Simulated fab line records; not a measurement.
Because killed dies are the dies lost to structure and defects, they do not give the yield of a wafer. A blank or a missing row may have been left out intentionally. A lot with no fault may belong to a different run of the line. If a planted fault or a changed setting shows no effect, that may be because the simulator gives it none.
Lot-split experiment :: flow n5_finfet :: 7 lots, 21 wafers read, on a route of 1938 steps

ON THE SPLIT
At N5_GATE_CUT_EXPOSE_10 (exposes mask GATE CUT, target cd 20 nm), the setting dose_mj was moved away from the recipe's 43.25 on 8 of the 21 wafers read, by -6.6% to +7.4%. All remaining wafers had this setting at the recipe value.

FROM THE SPLIT TO THE READING: what the file shows between them, 2 steps
- N5_GATE_CUT_PEB_11: peb time 60 s
- N5_GATE_CUT_DEVELOP_12: develop time 30 s

THE READING
cd_nm (nm) at N5_GATE_CUT_CD_MEAS_13, where the cd target is 20 nm. Typical for fault-free wafers on this fab line: 19.91 nm, with standard deviation 0.21 nm.

wafer: L076.1
tool, chamber at the split: euv_scanner-01, 0
dose_mj as run: 43.25
against the recipe: recipe
cd_nm, nm: 20.10
against lot-mates on the recipe: -

wafer: L076.2
tool, chamber at the split: euv_scanner-01, 0
dose_mj as run: 43.25
against the recipe: recipe
cd_nm, nm: 19.95
against lot-mates on the recipe: -

wafer: L076.3
tool, chamber at the split: euv_scanner-01, 0
dose_mj as run: 43.25
against the recipe: recipe
cd_nm, nm: 20.03
against lot-mates on the recipe: -

wafer: L077.1
tool, chamber at the split: euv_scanner-01, 0
dose_mj as run: 41.34
against the recipe: -4.4%
cd_nm, nm: 18.91
against lot-mates on the recipe: -0.94

wafer: L077.4
tool, chamber at the split: euv_scanner-01, 0
dose_mj as run: 43.25
against the recipe: recipe
cd_nm, nm: 19.65
against lot-mates on the recipe: -

wafer: L077.6
tool, chamber at the split: euv_scanner-01, 0
dose_mj as run: 43.25
against the recipe: recipe
cd_nm, nm: 20.05
against lot-mates on the recipe: -

wafer: L080.2
tool, chamber at the split: euv_scanner-02, 0
dose_mj as run: 40.84
against the recipe: -5.6%
cd_nm, nm: 18.91
against lot-mates on the recipe: -0.83

wafer: L080.3
tool, chamber at the split: euv_scanner-02, 0
dose_mj as run: 43.25
against the recipe: recipe
cd_nm, nm: 19.93
against lot-mates on the recipe: -

wafer: L080.5
tool, chamber at the split: euv_scanner-02, 0
dose_mj as run: 43.25
against the recipe: recipe
cd_nm, nm: 19.55
against lot-mates on the recipe: -

wafer: L083.2
tool, chamber at the split: euv_scanner-01, 0
dose_mj as run: 43.25
against the recipe: recipe
cd_nm, nm: 19.85
against lot-mates on the recipe: -

wafer: L083.4
tool, chamber at the split: euv_scanner-01, 0
dose_mj as run: 46.43
against the recipe: +7.4%
cd_nm, nm: 21.90
against lot-mates on the recipe: +2.05

wafer: L083.6
tool, chamber at the split: euv_scanner-01, 0
dose_mj as run: 43.25
against the recipe: recipe
cd_nm, nm: 19.85
against lot-mates on the recipe: -

wafer: L084.2
tool, chamber at the split: euv_scanner-02, 0
dose_mj as run: 41.15
against the recipe: -4.9%
cd_nm, nm: 18.97
against lot-mates on the recipe: -1.14

wafer: L084.4
tool, chamber at the split: euv_scanner-02, 0
dose_mj as run: 41.15
against the recipe: -4.9%
cd_nm, nm: 18.67
against lot-mates on the recipe: -1.44

wafer: L084.6
tool, chamber at the split: euv_scanner-02, 0
dose_mj as run: 43.25
against the recipe: recipe
cd_nm, nm: 20.11
against lot-mates on the recipe: -

wafer: L093.1
tool, chamber at the split: euv_scanner-02, 0
dose_mj as run: 40.4
against the recipe: -6.6%
cd_nm, nm: 18.34
against lot-mates on the recipe: no lot-mate on the recipe

wafer: L093.2
tool, chamber at the split: euv_scanner-02, 0
dose_mj as run: 40.4
against the recipe: -6.6%
cd_nm, nm: 18.49
against lot-mates on the recipe: no lot-mate on the recipe

wafer: L093.4
tool, chamber at the split: euv_scanner-02, 0
dose_mj as run: 40.4
against the recipe: -6.6%
cd_nm, nm: 18.43
against lot-mates on the recipe: no lot-mate on the recipe

wafer: L094.2
tool, chamber at the split: euv_scanner-01, 0
dose_mj as run: 43.25
against the recipe: recipe
cd_nm, nm: 19.83
against lot-mates on the recipe: -

wafer: L094.3
tool, chamber at the split: euv_scanner-01, 0
dose_mj as run: 43.25
against the recipe: recipe
cd_nm, nm: 20.17
against lot-mates on the recipe: -

wafer: L094.4
tool, chamber at the split: euv_scanner-01, 0
dose_mj as run: 43.25
against the recipe: recipe
cd_nm, nm: 19.89
against lot-mates on the recipe: -

THE FIT
A straight line over all 21 wafers: cd_nm changes by +0.235 nm for each +1% of dose_mj; r = +0.98; the points scatter about the line by 0.17 nm.
The same after taking each lot's own level away (the mean of its wafers on the recipe; 18 wafers): +0.243 nm for each +1%; r = +0.96; scatter 0.2 nm.
According to that fit, moving dose_mj by its largest amount changes the reading by 1.8 nm.
From 19.740 to 20.110 nm: that is the span of the lots' own levels, equal to 1.8 times the standard deviation above.
Hence the lot-to-lot level has little effect on the slope; both slopes agree.
Check: for one of the wafers moved furthest among these (+7.4%), held out of the fit, the line's prediction against its lot-mates is +1.59 nm. It came out at +2.05 nm against them.

THE OTHER SPLITS THESE WAFERS WENT THROUGH
These wafers also went through other splits before the reading. Each is held against what the fit with the lots' levels taken away leaves over:
other split on the same wafers: N5_HKMG_FIN_ETCH_58 source_w
wafers away from the commonest value: 4
r with cd_nm (lot level and that fit taken away): -0.07

THE WHOLE CHAIN: every reading that the file lists as answering this split, in the file's order
step: N5_GATE_CUT_CD_MEAS_13
what it does: target cd 20 nm
reading: cd_nm
change (the file's fit): +0.235 nm for each +1% of the setting
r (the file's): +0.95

step: N5_GATE_CUT_DESCUM_18
what it does: chemistry O2, time 7 s
reading: GATE_CUT.cd_nm (the simulator's own value, which no gauge read)
change (the file's fit): +0.199 nm for each +1% of the setting
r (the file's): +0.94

step: N5_GATE_CUT_ETCH_28
what it does: etches underlayer in N2/H2, target depth 13 nm, time 10.4 s
reading: GATE_CUT.cd_nm (the simulator's own value, which no gauge read)
change (the file's fit): +0.211 nm for each +1% of the setting
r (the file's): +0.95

step: N5_GATE_CUT_HM_OPEN_40
what it does: chemistry C4F6/O2, target SiO2, target depth 139 nm, time 85.1 s
reading: GATE_CUT.cd_nm (the simulator's own value, which no gauge read)
change (the file's fit): +0.221 nm for each +1% of the setting
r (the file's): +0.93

THE FILE'S OWN FIT
cd_nm changes by +0.235 nm for each +1% of dose_mj, r = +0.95.
